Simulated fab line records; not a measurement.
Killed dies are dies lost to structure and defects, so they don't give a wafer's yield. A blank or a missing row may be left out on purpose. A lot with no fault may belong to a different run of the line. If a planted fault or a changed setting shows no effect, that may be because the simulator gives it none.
Matching of chambers    flow nand_harc    4 sister chambers for NHARC_P_CONTACT_STRIP_28 on rie_diel-12
The step strips in O2. 4 wafers are shown with their chamber, then 9 later ones without.

## EACH WAFER AND ITS CHAMBER
wafer   chamber  showerhead_plenum_p_Torr (Torr)
L088.3  0        3.54
L093.1  1        3.69
L093.2  3        3.31
L093.4  2        3.59

## WAFERS MISSING THEIR CHAMBER
wafer   showerhead_plenum_p_Torr (Torr)
L095.1  3.59
L095.5  3.31
L095.6  3.53
L094.2  3.31
L094.3  3.53
L094.6  3.59
L096.3  3.59
L096.4  3.69
L096.6  3.68

## CHAMBER TAKEN BY EACH
wafer   from the rows above  in truth
L095.1  2                    2
L095.5  3                    3
L095.6  0                    0
L094.2  3                    3
L094.3  0                    0
L094.6  2                    2
L096.3  2                    2
L096.4  1                    1
L096.6  1                    1
Correctly placed: 9 of 9. Left unplaced by these rows: 0. Placed wrongly: 0.
How it was worked out, from the rows above alone: a wafer's distance from a chamber is the root of the sum, over the readings, of the square of ((its reading less the chamber's mean) divided by the reading's scatter). The wafer belongs to the nearest chamber; if the next one is less than 2 further off, it can't be placed. Each chamber's mean is taken over the wafers shown for it. The scatter: with one shown wafer a chamber, the root of the mean of the squares of how far each hidden wafer lies from its nearest shown one.
